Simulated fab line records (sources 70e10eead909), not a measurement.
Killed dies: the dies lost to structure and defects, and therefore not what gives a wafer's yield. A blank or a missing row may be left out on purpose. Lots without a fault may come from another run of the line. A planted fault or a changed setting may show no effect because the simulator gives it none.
2 desks, one fault	flow nandHarc	every desk sees just its own numbers, and what lay behind them comes last

== TOOL OWNER'S DESK, pecvdOnon-02 ==
The tool's own readings at NHARC_A_ONON_D1_DEP_06 (target thk 1000 nm): means of the sampled wafers that have a number, for each lot that ran on this tool. The brackets show how far a lot's mean lies from the usual mean; more than 4 standard deviations puts the lot out of limits, marked OUT.
Columns: A = n2oFlowSccm at NHARC_A_ONON_D1_DEP_06, usual 2000 sccm
lot	first seen here	A
L879	day 8 03:13	1993
L880	day 8 07:55	2011
L889	day 10 23:01	1999
L891	day 11 19:16	2002
This desk's verdict: no lot among the 4 shows anything out of limits.

== FROM THE METROLOGY DESK ==
What the gauges read for every lot (on any tool): the sampled wafers with a number, averaged. The brackets show how far a lot's mean lies from the usual mean; more than 4 standard deviations puts the lot out of limits, marked OUT.
Columns: A = cdNm at NHARC_P_BONDPAD_CD_MEAS_09, usual 500.2 nm; B = thkNm at NHARC_A_ONON_D1_THK_MEAS_08, usual 999 nm
lot	first seen here	A	B
L877	day 6 08:56	500.9	1002
L878	day 6 23:50	501.1	971
L879	day 7 02:58	500.1	1006
L880	day 7 03:44	500.7	1003
L885	day 8 21:25	498.7	1010
L890	day 9 18:55	499.9	1006
L889	day 9 22:17	500.4	782 (-20) OUT
L892	day 10 10:37	499.7	983
L891	day 10 11:23	500.3	788 (-19) OUT
L893	day 10 12:02	498.6	985
L895	day 10 17:43	498.7	989
L894	day 10 19:27	499.5	1009
L896	day 11 01:06	499.9	988
L899	day 11 22:27	497.7	1007
This desk's finding: out of limits on L889, L891; first on L889, day 10 23:32 (thkNm at NHARC_A_ONON_D1_THK_MEAS_08). Within limits: L877, L878, L879, L880, L885, L890, L892, L893, L895, L894, L896, L899.

== ALL TOGETHER ==
L889, L891 would have let the metrology desk raise an alarm at day 10 23:32.
The tool owner's desk saw nothing out of limits.
The tool owner's desk has L889, L891 on record, within its limits.
NHARC_A_ONON_D1_DEP_06 was run on pecvdOnon-02 by each of the lots named.

== WHAT THE SIMULATOR HAD PUT IN ==
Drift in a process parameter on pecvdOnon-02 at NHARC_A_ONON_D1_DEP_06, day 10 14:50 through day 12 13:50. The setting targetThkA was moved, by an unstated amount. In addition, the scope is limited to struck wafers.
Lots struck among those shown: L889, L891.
Time in hours between the start of the fault and the first out-of-limits reading at each desk: metrology desk, 9.
